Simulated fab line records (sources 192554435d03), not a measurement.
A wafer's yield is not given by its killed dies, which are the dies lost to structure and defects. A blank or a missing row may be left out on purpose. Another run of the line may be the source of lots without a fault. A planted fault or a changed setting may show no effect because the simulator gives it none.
Comparing a struck lot with a sound one	flow n5-finfet	14 out of 1938 route steps
Sound: wafers L567.2, L567.5, L567.6. Struck: wafers L576.1, L576.4. (L576.5 of the same lot was not struck and is left out.) The cause comes at the end.
For every step that has rows: the tool of each side, followed by ch and its chambers, followed by its first start. Under that, the readings that differ: sound wafers	struck wafers	difference of the means	sigmas: that difference in standard deviations of wafers without a fault.
alike: readings whose means differ by less than 2 such deviations, and words and numbers that are the same on both sides. not compared: withheld readings, readings that some wafer has no value for, bounds like >300 that may hide the same value, and numbers for which the record gives no deviation and whose values overlap.
Wherever a step has rows on one side only, a row that says differs or no value, or a row with sigmas, the two part there. Numbers that don't overlap but have no deviation are shown without sigmas and don't part them. A reading missing from all wafers of one side parts the sides only when that side holds two or more wafers.

first, 8 steps without rows for these wafers: N5_MIM_TOP_LITHO_HMDS_01 (time 60 s); N5_MIM_TOP_LITHO_COAT_02; N5_MIM_TOP_LITHO_EBR_04; N5_MIM_TOP_LITHO_SOFTBAKE_03 (time 90 s); N5_MIM_TOP_LITHO_EXPOSE_05 (exposes mask MIM TOP, target cd 2000 nm); N5_MIM_TOP_LITHO_PEB_06; N5_MIM_TOP_LITHO_DEVELOP_07 (develop time 60 s); N5_MIM_TOP_LITHO_HARDBAKE_09 (time 120 s).
N5_MIM_TOP_LITHO_CD_MEAS_08: the cd target is 2000 nm.
  sound on cd-sem-01 ch 0, day 13 12:27; struck on cd-sem-02 ch 0, day 16 09:12
  alike: cd-nm
N5_MIM_TOP_LITHO_OVL_MEAS_11:
  sound on overlay-01 ch 0, day 13 12:29; struck on overlay-02 ch 0, day 16 09:14
  alike: MIM_TOP_OVL
N5_MIM_TOP_LITHO_INSPECT_12: inspects for defects (macro).
  sound on defect-inspect-01 at day 13 12:30; struck on defect-inspect-02 at day 16 09:15
  alike: raw-defect-count
N5_MIM_TOP_LITHO_DESCUM_10: chemistry O2, time 7.9 s.
  sound on rie-diel-03 ch 0,2,3, day 13 12:32; struck on rie-diel-04 ch 2,3, day 16 09:17
  alike: chamber-pressure-mTorr, drypump-motor-current-A, oes-product-au, rf-vpp-V, showerhead-plenum-p-Torr, throttle-valve-pct
  not compared: rf-hours-counter-h
N5_MIM_TOP_ETCH_ETCH_00: etches TiN in Cl2/BCl3, target depth 38.5 nm.
  sound on rie-metal-01 ch 0,1, day 13 12:37; struck on rie-metal-01 ch 1, day 16 09:22
reading	sound	struck	difference	sigmas
mfc-cl2-sccm (sccm)	53.24 53.27 53.33	58.93 59.19	+5.78	+34
throttle-valve-pct (%)	22.41 22.42 22.71	23.08 23.07	+0.56	+3
  alike: chamber-pressure-mTorr, drypump-motor-current-A, oes-product-au
  not compared: rf-hours-counter-h
N5_MIM_TOP_ETCH_STRIP_01: strips in O2.
  sound on rie-diel-02 ch 0,1,2, day 13 12:46; struck on rie-diel-02 ch 0,3, day 16 09:31
  alike: chamber-pressure-mTorr, drypump-motor-current-A, oes-product-au, rf-vpp-V, showerhead-plenum-p-Torr, throttle-valve-pct
  not compared: rf-hours-counter-h

## WHERE THEY PART
N5_MIM_TOP_ETCH_ETCH_00 only, going by this record. Later steps at which nothing parts them and some readings are alike: N5_MIM_TOP_ETCH_STRIP_01.

WHY: what had been put in by the simulator
rie-metal-01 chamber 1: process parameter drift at N5_MIM_TOP_ETCH_ETCH_00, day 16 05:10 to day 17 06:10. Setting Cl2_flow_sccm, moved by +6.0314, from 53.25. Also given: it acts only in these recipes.
